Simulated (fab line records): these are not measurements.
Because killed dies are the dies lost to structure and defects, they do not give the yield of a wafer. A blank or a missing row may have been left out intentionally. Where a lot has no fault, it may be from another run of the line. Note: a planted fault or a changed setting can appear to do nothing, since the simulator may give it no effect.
Chamber matching -- flow n5Finfet -- N5_GATE_CUT_ALD_22 on aldSin-01: 4 sister chambers
The step deposits SiNx, target thk 16 nm, pulse time 1 s, ald cycles 320. 4 wafers are shown with their chamber, then 11 later ones without.

EACH WAFER AND ITS CHAMBER
wafer,chamber,heaterPowerW (W)
L082.1,0,854
L082.2,3,910
L082.5,1,832
L086.1,2,828

WAFERS WITHOUT THEIR CHAMBER
wafer,heaterPowerW (W)
L086.2,874
L086.6,888
L090.1,890
L090.2,844
L090.5,823
L091.2,864
L091.3,816
L091.4,878
L092.1,845
L092.2,880
L092.6,853

CHAMBER TAKEN BY EACH
wafer,from the rows above,in truth
L086.2,can't be placed: 0 or 3 or 1 or 2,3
L086.6,can't be placed: 3 or 0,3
L090.1,can't be placed: 3 or 0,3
L090.2,can't be placed: 0 or 1 or 2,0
L090.5,can't be placed: 2 or 1 or 0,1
L091.2,can't be placed: 0 or 1 or 2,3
L091.3,can't be placed: 2 or 1 or 0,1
L091.4,can't be placed: 0 or 3 or 1 or 2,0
L092.1,can't be placed: 0 or 1 or 2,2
L092.2,can't be placed: 0 or 3 or 1 or 2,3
L092.6,can't be placed: 0 or 1 or 2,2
Placed correctly: 0 of 11. Not placeable from these rows: 11 (in 10, the candidates include the true chamber). Wrongly placed: 0.
How it was worked out, from the rows above alone: a wafer's distance from a chamber is the root of the sum, over the readings, of the square of ((its reading less the chamber's mean) divided by the reading's scatter). The wafer belongs to the nearest chamber; if the next one is less than 2 further off, it can't be placed. Each chamber's mean is taken over the wafers shown for it. The scatter: root of mean squared gap, hidden wafer to nearest shown wafer, with one shown wafer a chamber.
